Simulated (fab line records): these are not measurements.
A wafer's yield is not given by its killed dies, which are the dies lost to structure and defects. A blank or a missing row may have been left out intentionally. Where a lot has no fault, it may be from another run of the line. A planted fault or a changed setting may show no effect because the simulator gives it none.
Comparing a struck lot with a sound one	flow nand_harc	40 steps out of a route of 1159
Sound: the wafers L531.3, L531.4, L531.5. Struck: wafers L549.2, L549.6. The cause comes at the end.
Each step with rows lists, per side, the tool, then ch with its chambers, then its first start. Under that, the readings that differ: sound wafers	struck wafers	difference of the means	sigmas: that difference in standard deviations of wafers without a fault.
alike: a reading whose means differ by less than 2 such deviations, as well as words and numbers matching on both sides. not compared: withheld readings; readings where some wafer has no value; bounds like >300 that might hide an equal value; numbers whose values overlap and for which the record gives no deviation.
Wherever a step has rows on one side only, a row that says differs or no value, or a row with sigmas, the two part there. Numbers that don't overlap but have no deviation are shown without sigmas and don't part them. A reading that every wafer of one side lacks parts them only if that side has two wafers or more.

first, 2 steps without rows for these wafers: NHARC_P_M0_PRE_CLEAN_29 (time 30 s); NHARC_P_M0_PVD_20 (deposits TaN, target thk 5 nm, time 8.06 s).
NHARC_P_M0_PVD_21: deposits Cu, target thk 30 nm, time 20.49 s.
  sound on pvd_sputter-02; struck on pvd_sputter-03
  alike: throttle_valve_pct
then, 3 steps without rows for these wafers: NHARC_P_M0_ECD_22 (material Cu, target thk 400 nm); NHARC_P_M0_ANNEAL_30 (time 90 s); NHARC_P_M0_CMP_23 (polishes, t overpolish 20 s, target thk 117.53 nm).
NHARC_P_M0_THK_MEAS_24: measures by xrf.
  sound on film_metro-01 at day 6 19:25; struck on film_metro-02 at day 11 08:30
  alike: thk_nm
then, 1 step without rows for these wafers: NHARC_P_M0_SRD_25.
NHARC_P_M0_INSPECT_27:
  sound on defect_inspect-02 at day 6 19:34; struck on defect_inspect-02 at day 11 08:40
  alike: raw_defect_count
NHARC_P_M0_PRE_CLEAN_31: time 12 s.
  sound on pecvd-03 ch 0,1, day 6 19:40; struck on pecvd-03 ch 0, day 11 08:45
  alike: heater_power_w
then, 1 step without rows for these wafers: NHARC_P_M0_DEP_32 (deposits SiCN, target thk 30 nm).
NHARC_P_M1_DEP_00: deposits SiOC, target thk 182.5 nm.
  sound on pecvd-03 ch 1,2, day 6 20:07; struck on pecvd-02 ch 0,1, day 11 09:13
then, 9 steps without rows for these wafers: NHARC_P_M1_DEHYDRATE_01 (time 120 s); NHARC_P_M1_HMDS_02 (time 30 s); NHARC_P_M1_COAT_34 (time 65 s); NHARC_P_M1_COAT_03 (resist thk 90 nm); NHARC_P_M1_SOFTBAKE_04 (time 55 s); NHARC_P_M1_EBR_05; NHARC_P_M1_EXPOSE_06 (exposes mask P M1, target cd 130 nm); NHARC_P_M1_PEB_07 (peb time 65 s); NHARC_P_M1_DEVELOP_08 (develop time 35 s).
NHARC_P_M1_CD_MEAS_09 targets a cd of 130 nm.
  sound on cd_sem-01 ch 0, day 6 20:56; struck on cd_sem-03 ch 0, day 11 10:03
  alike: cd_nm
NHARC_P_M1_OVL_MEAS_10: pitch 260 nm.
  sound on overlay-01 at day 6 21:01; struck on overlay-01 at day 11 10:08
  alike: overlay_x_nm, overlay_y_nm
NHARC_P_M1_INSPECT_11:
  sound on defect_inspect-01 at day 6 21:04; struck on defect_inspect-02 at day 11 10:10
  alike: raw_defect_count
NHARC_P_M1_DESCUM_14: chemistry O2, time 3 s.
  sound on rie_diel-09 ch 0,3, day 6 21:07; struck on rie_diel-08 ch 0,1, day 11 10:15
reading	sound	struck	difference	sigmas
oes_product_au (a.u.)	1.011 1.000 1.013	0.994 0.973	-0.024	-2
  alike: drypump_motor_current_A, rf_vpp_V, showerhead_plenum_p_Torr, throttle_valve_pct
  not compared: rf_hours_counter_h
then, 2 steps without rows for these wafers: NHARC_P_M1_ETCH_35 (etches the open film in N2/H2, target depth 40 nm, overetch 12 nm, time 43.94 s); NHARC_P_M1_ETCH_15 (etches the open film in C4F8/Ar, target depth 182.5 nm, time 91.2 s).
NHARC_P_M1_CD_MEAS_16:
  sound on cd_sem-02 at day 6 21:26; struck on cd_sem-01 at day 11 10:32
  alike: cd_nm
NHARC_P_M1_STRIP_18: strips in N2/H2.
  sound on rie_diel-12 ch 0,2, day 6 21:30; struck on rie_diel-12 ch 0, day 11 10:37
  alike: drypump_motor_current_A, oes_product_au, rf_vpp_V, showerhead_plenum_p_Torr, throttle_valve_pct
  not compared: rf_hours_counter_h
NHARC_P_M1_ETCH_28: etches the open film in CF4/N2, target depth 30 nm, time 72.99 s.
  sound: rie_diel-12 ch 1,2,3; struck: rie_diel-12 ch 3
  alike: drypump_motor_current_A, oes_product_au, rf_vpp_V, showerhead_plenum_p_Torr, throttle_valve_pct
  not compared: rf_hours_counter_h
then, 9 steps without rows for these wafers: NHARC_P_M1_STRIP_19 (strips in post etch residue remover, time 600 s); NHARC_P_M1_DEGAS_29 (time 60 s); NHARC_P_M1_PRE_CLEAN_30 (time 30 s); NHARC_P_M1_PVD_20 (deposits TaN, target thk 5 nm, time 8.06 s); NHARC_P_M1_PVD_21 (deposits Cu, target thk 30 nm, time 20.49 s); NHARC_P_M1_ECD_22 (material Cu, target thk 400 nm); NHARC_P_M1_ANNEAL_31 (time 90 s); NHARC_P_M1_CMP_23 (polishes, t overpolish 20 s, target thk 157.82 nm); NHARC_P_M1_SRD_25.
-- break in the record here, with 14 days between the starts of the struck wafers on either side (left off in module P_M1, picked up again in module END, where the first step shown is number 1159 on the route) --
NHARC_END_SORT_01:
  only the struck wafers appear in the record here, on prober-01 ch 0 at day 25 06:59; the sound ones have no rows

== WHERE THEY PART ==
First at NHARC_P_M1_DESCUM_14; last, within this record, at NHARC_END_SORT_01.

WHY: what had been put in by the simulator
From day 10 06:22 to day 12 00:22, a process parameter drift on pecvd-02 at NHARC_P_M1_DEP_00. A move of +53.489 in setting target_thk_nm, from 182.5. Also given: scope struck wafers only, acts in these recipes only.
